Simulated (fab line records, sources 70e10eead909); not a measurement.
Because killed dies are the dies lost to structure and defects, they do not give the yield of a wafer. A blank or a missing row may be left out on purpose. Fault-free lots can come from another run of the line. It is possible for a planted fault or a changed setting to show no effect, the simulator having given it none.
fab line records -- flow nand_harc
[record] lots = 7, wafers = 21, last_day = 32
route steps=1302 shown P_ZERO_WELL@20
lots that met no fault: from a run of the same line without faults
start_h: the number of hours between the record's first day and the start of the first shown wafer of the lot -- wait_h: hours since the lot's step before -- " as in the row above -- L1.1+2: several wafers, shown together as one row -- - no value present, or no start provided -- * or withheld: withheld -- < > ~ a bound
route shown NAME@n: names a module that has steps shown in the file, with the first one's number in the route -- usual: mean/standard deviation taken from wafers without a fault -- same: alike in all rows -- chamber/n: place in a boat -- sites: each site's reading -- _std_site: how widely they spread, as a standard deviation -- _edge_site: mean of outer sites minus mean of inner sites -- radius_mm: how far each site lies from the wafer's centre -- mask NAME#n: copy n -- behind: the tool/chamber that last shaped the wafer -- hold: reason for holding the lot/hours on hold/outcome of the hold -- device: transistor that didn't switch, given as n, p or np -- end of line: the tests these same wafers got at the end of their route -- a step without rows: its recipe alone -- killed: not the wafer's yield, but the dies lost to structure and defects at the first sort -- map: dies across one wafer; x = killed, . = not, _ = none there
set.NAME: the setting the step ran with; set.NAME@STEP: the setting that earlier step ran with -- model.NAME: the simulator's own value behind a step, which no gauge read
lots seen at some steps along the route; tables by step, rows by wafer
services: when a tool's chamber went out of use (start_h, in hours from the record's first day, below 0 if earlier), for how many hours, and the reason
[[steps]]
[step NHARC_P_ZERO_WELL_STRIP_15]
[recipe] time_s = 900, temp_c = 130, chemistry = SPM
[step NHARC_P_ZERO_WELL_DEHYDRATE_16]
[recipe] temp_c = 150, time_s = 120
[step NHARC_P_ZERO_WELL_HMDS_17]
[recipe] time_s = 30
[step NHARC_P_ZERO_WELL_COAT_18]
[recipe] spin_rpm = withheld
[step NHARC_P_ZERO_WELL_SOFTBAKE_19]
[recipe] temp_c = 122, time_s = 95
[step NHARC_P_ZERO_WELL_EBR_20]
[step NHARC_P_ZERO_WELL_EXPOSE_21]
[recipe] na = 0.6, target_cd_nm = 720, dose_mj = 22.31, mask_id = P_NWELL
[step NHARC_P_ZERO_WELL_PEB_22]
[recipe] peb_temp_c = 118, peb_time_s = 85
[step NHARC_P_ZERO_WELL_DEVELOP_23]
[recipe] time_s = 70
[step NHARC_P_ZERO_WELL_CD_MEAS_24]
[recipe] target_cd_nm = 720, landing_energy_ev = 500
[usual] cd_nm = 719.6/2.5
lot.wafer,tool,chamber,start_h,wait_h,cd_nm
L984.2,cd_sem-02,0,22.34,-,716.9
L984.3,cd_sem-02,0,22.34,-,717.1
L984.4,cd_sem-02,0,22.34,-,714.9
L986.1,cd_sem-02,0,42.59,-,722.3
L986.2,cd_sem-02,0,42.59,-,718.1
L986.5,cd_sem-02,0,42.59,-,718.3
L988.2,cd_sem-01,0,62.65,-,724.0
L988.4,cd_sem-01,0,62.65,-,723.9
L988.5,cd_sem-01,0,62.65,-,723.2
L989.1,cd_sem-01,0,74.61,-,715.4
L989.2,cd_sem-01,0,74.61,-,717.5
L989.6,cd_sem-01,0,74.61,-,720.4
L995.1,cd_sem-01,0,132.66,-,717.5
L995.2,cd_sem-01,0,132.66,-,719.4
L995.4,cd_sem-01,0,132.66,-,714.8
L102.3,cd_sem-03,0,202.46,-,723.5
L102.4,cd_sem-03,0,202.46,-,723.6
L102.6,cd_sem-03,0,202.46,-,719.0
L103.1,cd_sem-03,0,212.45,-,720.6
L103.3,cd_sem-03,0,212.45,-,717.3
L103.6,cd_sem-03,0,212.45,-,717.3
[step NHARC_P_ZERO_WELL_HARDBAKE_25]
[recipe] temp_c = 125, time_s = 80
[step NHARC_P_ZERO_WELL_DESCUM_26]
[recipe] time_s = 3, o2_flow_sccm = 200, ar_flow_sccm = 0, bias_power_w = 0, chemistry = O2
[usual] drypump_motor_current_A = 5.8/0.33, oes_product_au = 1.000/0.013, rf_vpp_V = 57.9/0.99, showerhead_plenum_p_Torr = 1.91/0.086, throttle_valve_pct = 11.311/0.0092
lot.wafer,tool,chamber,start_h,wait_h,drypump_motor_current_A,oes_product_au,rf_hours_counter_h,rf_vpp_V,showerhead_plenum_p_Torr,throttle_valve_pct
L984.3,rie_diel-01,0,22.49,-,5.9,0.989,58,59.2,1.98,11.311
L984.2,rie_diel-01,2,22.49,-,5.9,0.969,46,58.2,1.92,11.300
L984.4,rie_diel-01,3,22.49,-,6.3,0.971,53,57.9,1.84,11.322
L986.2,rie_diel-13,2,42.76,-,6.0,1.014,14,58.5,2.07,11.309
L986.1,rie_diel-13,3,42.76,-,5.1,1.005,12,56.6,1.84,11.319
L986.5,rie_diel-13,2,42.76,-,6.0,1.017,-,57.2,2.07,11.291
L988.4,rie_diel-01,0,62.84,-,5.9,0.989,13,58.2,1.97,11.314
L988.2,rie_diel-01,2,62.84,-,5.9,0.974,10,58.7,1.91,11.314
L988.5,rie_diel-01,3,62.84,-,6.3,0.977,-,57.2,1.83,11.307
L989.1,rie_diel-13,0,74.76,-,5.9,0.995,22,58.3,2.00,11.298
L989.2,rie_diel-13,1,74.76,-,5.5,1.005,23,59.2,2.02,11.325
L989.6,rie_diel-13,1,74.76,-,5.6,1.013,-,58.8,2.02,11.318
L995.2,rie_diel-13,0,132.84,-,5.9,0.986,33,58.7,2.00,11.314
L995.1,rie_diel-13,1,132.84,-,5.5,1.016,44,58.4,2.01,11.308
L995.4,rie_diel-13,2,132.84,-,6.1,1.024,41,59.9,2.06,11.309
L102.4,rie_diel-03,0,202.62,-,6.1,1.010,27,55.7,1.79,11.308
L102.3,rie_diel-03,3,202.62,-,5.4,1.013,26,56.6,1.85,11.307
L102.6,rie_diel-03,1,202.62,-,5.7,1.003,-,56.0,1.95,11.305
L103.3,rie_diel-13,0,212.61,-,5.9,0.994,14,58.8,1.99,11.309
L103.1,rie_diel-13,3,212.61,-,5.1,0.995,14,57.7,1.83,11.296
L103.6,rie_diel-13,0,212.61,-,5.9,0.989,-,58.9,1.99,11.322
[step NHARC_P_ZERO_WELL_IMPLANT_27]
[recipe] energy_kev = 600, dose_cm2 = 1e+13, tilt_deg = 7
lot.wafer,tool,chamber,start_h,wait_h
L984.2+3+4,implanter-02,0,22.67,0.1
L986.1+2+5,implanter-02,0,42.90,0.1
L986.1+2+5,implanter-02,0,43.32,0.4
L988.2+4+5,implanter-02,0,63.00,0.1
L988.2+4+5,implanter-02,0,63.42,0.4
L989.1+2+6,implanter-02,0,74.92,0.1
L989.1+2+6,implanter-02,0,75.36,0.4
L995.1+2+4,implanter-01,0,132.97,0.1
L102.3+4+6,implanter-02,0,202.83,0.2
L103.1+3+6,implanter-01,0,212.75,0.1
[step NHARC_P_ZERO_WELL_IMPLANT_57]
[recipe] energy_kev = 250, dose_cm2 = 4e+12, tilt_deg = 7
[[services]]
tool,chamber,start_h,hours,kind
implanter-01,-,15.90,3.9,repair
rie_diel-13,0,22.47,-,clean
rie_diel-13,1,22.47,-,clean
rie_diel-13,2,22.47,-,clean
rie_diel-13,3,22.47,-,clean
rie_diel-01,-,26.82,9.0,pm
rie_diel-13,0,46.97,-,clean
rie_diel-13,1,46.97,-,clean
rie_diel-13,2,46.97,-,clean
rie_diel-03,2,60.08,7.6,repair
rie_diel-03,1,91.54,5.5,repair
rie_diel-13,0,93.46,15.1,repair
rie_diel-01,3,97.46,1.6,repair
rie_diel-03,-,99.57,0.6,repair
rie_diel-13,3,103.18,7.2,repair
rie_diel-03,-,107.71,9.0,pm
implanter-02,-,146.00,13.0,pm
rie_diel-03,2,149.37,1.2,repair
rie_diel-01,1,150.19,2.9,repair
rie_diel-03,1,155.07,6.3,repair
rie_diel-13,-,165.97,9.0,pm
rie_diel-01,-,168.19,0.2,repair
implanter-02,-,176.95,2.1,repair
rie_diel-01,-,203.82,9.0,pm
[[key]]
[first_sign] step = NHARC_P_ZERO_WELL_IMPLANT_27, reading = visit, direction = added
effect none on later readings
met_at NHARC_P_ZERO_WELL_IMPLANT_27
struck_wafers L986.1,L986.2,L986.5,L988.2,L988.4,L988.5,L989.1,L989.2,L989.6
tester_left_out L986,L988,L989
[fault] kind = repeated_step_whole, tool = implanter-01,implanter-02, chamber = -, onset_h = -, steps = NHARC_P_ZERO_WELL_IMPLANT_27, times = 1, scope = struck_lots_only
// tester_left_out: of these lots the tester's yield and bins aren't shown, on N5 and GAA mostly nor the transistor test; their killed dies are dies lost to structure and defects alone, not to doping, threshold or leakage, so they don't give the yield
